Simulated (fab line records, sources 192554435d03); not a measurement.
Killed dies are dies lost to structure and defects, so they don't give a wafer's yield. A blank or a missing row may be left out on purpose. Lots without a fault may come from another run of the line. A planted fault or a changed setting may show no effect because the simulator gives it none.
A struck lot beside a sound one | flow n5_finfet | 38 steps out of a route of 1938
Sound: wafers L776.2, L776.3, L776.4. Struck: wafers L772.2, L772.3, L772.5. The cause comes at the end.
At each step with rows: each side's tool, then ch and its chambers, then its first start. Under that, the readings that differ: sound wafers | struck wafers | difference of the means | sigmas: that difference in standard deviations of wafers without a fault.
alike: readings whose means differ by less than 2 such deviations, and words and numbers that are the same on both sides. not compared: withheld readings, readings that some wafer has no value for, bounds like >300 that may hide the same value, and numbers for which the record gives no deviation and whose values overlap.
The two part at a step that has a row with sigmas, a row that says differs or no value, or rows on one side only. Numbers that don't overlap but have no deviation are shown without sigmas and don't part them. A reading that every wafer of one side lacks parts them only if that side has two wafers or more.

first, 11 steps without rows for these wafers: N5_FIN_SAQP_SPACER1_ETCHBACK_25 (etches SiO2 in CHF3/O2, target depth 24.4 nm, time 12.2 s); N5_FIN_SAQP_MANDREL1_REMOVE_56 (chemistry HBr/Cl2/O2, target a-Si, stops on SiNx, bt time 10 s); N5_FIN_SAQP_ETCH_57 (etches SiNx in CH3F/O2, target depth 32.5 nm, time 46.4 s); N5_FIN_SAQP_ETCH_65 (etches SiO2 in CF4, target depth 4 nm, time 4.4 s); N5_FIN_SAQP_MANDREL_ETCH_58 (etches a-Si in HBr/Cl2, stops on SiNx, target depth 45 nm, bt time 10 s, time 27 s); N5_FIN_SAQP_RECESS_63 (chemistry HF/NH3, target SiO2, target depth 18 nm, afs cycles 3, sublimation time 60 s); N5_FIN_SAQP_COAT_68 (time 60 s, resist thk 100 nm); N5_FIN_SAQP_ETCH_69 (etches SOC in N2/H2, stops on SiNx, target depth 150 nm); N5_FIN_SAQP_ETCH_67 (etches SiNx in CH3F/O2, target depth 30 nm); N5_FIN_SAQP_STRIP_70 (strips in N2/H2); N5_FIN_SAQP_RECESS_71 (chemistry HF/NH3, target SiO2, target depth 3 nm, afs cycles 1, sublimation time 60 s).
N5_FIN_SAQP_SPACER2_ALD_28: deposits SiO2, target thk 8.1 nm, pulse time 1 s, purge time 2 s.
  sound on ald_sin-01 ch 1,3, day 7 20:46; struck on ald_sin-02 ch 0,2,3, day 6 19:25
  alike: heater_power_w, precursor_pulse_height_rel
then, 10 steps without rows for these wafers: N5_FIN_SAQP_SPACER2_ETCHBACK_29 (etches SiO2 in CHF3/O2, target depth 12.2 nm, time 6.1 s); N5_FIN_SAQP_MANDREL2_REMOVE_60 (chemistry HBr/Cl2/O2, target a-Si, stops on SiNx, bt time 10 s); N5_FIN_SAQP_HM_OPEN_33 (chemistry CH3F/O2, target SiNx, target depth 49.4 nm, time 70.6 s); N5_FIN_SAQP_ETCH_34 (etches SiO2 in C4F6/O2, target depth 45 nm, time 15 s); N5_FIN_SAQP_STRIP_77 (strips in N2/H2, time 90 s); N5_FIN_SAQP_ETCH_64 (etches SiO2 in CF4, target depth 1.5 nm); N5_FIN_SAQP_FIN_ETCH_36 (etches the open film in HBr/Cl2/O2, target depth 120 nm, time 50.4 s); N5_FIN_SAQP_PRECLEAN_38 (cleans in O3/DIW, time 45 s); N5_FIN_SAQP_PRECLEAN_45 (cleans in dHF, time 10 s); N5_FIN_SAQP_SRD_39 (time 30 s).
N5_FIN_SAQP_INSPECT_40: inspects for defects (brightfield).
  sound on defect_inspect-02, day 7 21:59; struck on defect_inspect-01, day 6 20:31
  reading          | sound       | struck         | difference | sigmas
  raw_defect_count | 291 252 337 | 1353 1357 1392 | +1074      | +15
then, 9 steps without rows for these wafers: N5_FIN_CUT_COAT_18 (time 60 s, resist thk 230 nm); N5_FIN_CUT_COAT_19 (time 60 s, resist thk 20 nm); N5_FIN_CUT_COAT_29 (time 60 s, resist thk 10 nm); N5_FIN_CUT_COAT_02 (resist thk 30 nm); N5_FIN_CUT_EBR_04; N5_FIN_CUT_SOFTBAKE_03 (time 60 s); N5_FIN_CUT_EXPOSE_05 (exposes mask FIN CUT); N5_FIN_CUT_PEB_06 (peb time 60 s); N5_FIN_CUT_DEVELOP_07 (develop time 30 s).
N5_FIN_CUT_INSPECT_10: inspects for defects (brightfield).
  sound on defect_inspect-02, day 7 22:29; struck on defect_inspect-02, day 6 20:55
  reading          | sound    | struck         | difference | sigmas
  raw_defect_count | 39 37 60 | 1207 1201 1206 | +1159      | +99 or more
then, 2 steps without rows for these wafers: N5_FIN_CUT_DESCUM_13 (chemistry O2, time 7 s); N5_FIN_CUT_ETCH_30 (etches underlayer in N2/H2, target depth 13 nm, time 10.4 s).
N5_FIN_CUT_INSPECT_17: inspects for defects (brightfield).
  sound on defect_inspect-01, day 7 23:26; struck on defect_inspect-01, day 6 22:02
  reading          | sound       | struck         | difference | sigmas
  raw_defect_count | 290 254 338 | 1353 1364 1420 | +1085      | +16
-- the record jumps here: 6 days lie between the struck wafers' starts before and after (it left off in module FIN_CUT and takes up again in module BEOL_M4, whose first step shown is number 1111 of the route) --
N5_BEOL_M4_RC_MEAS_101:
  sound on prober-01 ch 0, day 14 13:29; struck on prober-02 ch 0, day 13 00:25
  reading       | sound          | struck         | difference | sigmas
  SS_P (mV/dec) | 72.6 73.3 71.2 | 73.1 75.8 74.0 | +1.9       | +2
  alike: DIBL_N, DIBL_P, IOFF_N, IOFF_P, ION_N, ION_P, SS_N, VT_N, VT_P
-- the record jumps here: 4 days lie between the struck wafers' starts before and after (it left off in module BEOL_M4 and takes up again in module PASSIVATION, whose first step shown is number 1936 of the route) --
N5_PASSIVATION_PROBE_49:
  the record has rows for the struck wafers here (prober-02, day 17 07:52) and none for the sound ones

WHERE THEY PART
First at N5_FIN_SAQP_INSPECT_40; last, within this record, at N5_PASSIVATION_PROBE_49.

WHY: what the simulator had put in
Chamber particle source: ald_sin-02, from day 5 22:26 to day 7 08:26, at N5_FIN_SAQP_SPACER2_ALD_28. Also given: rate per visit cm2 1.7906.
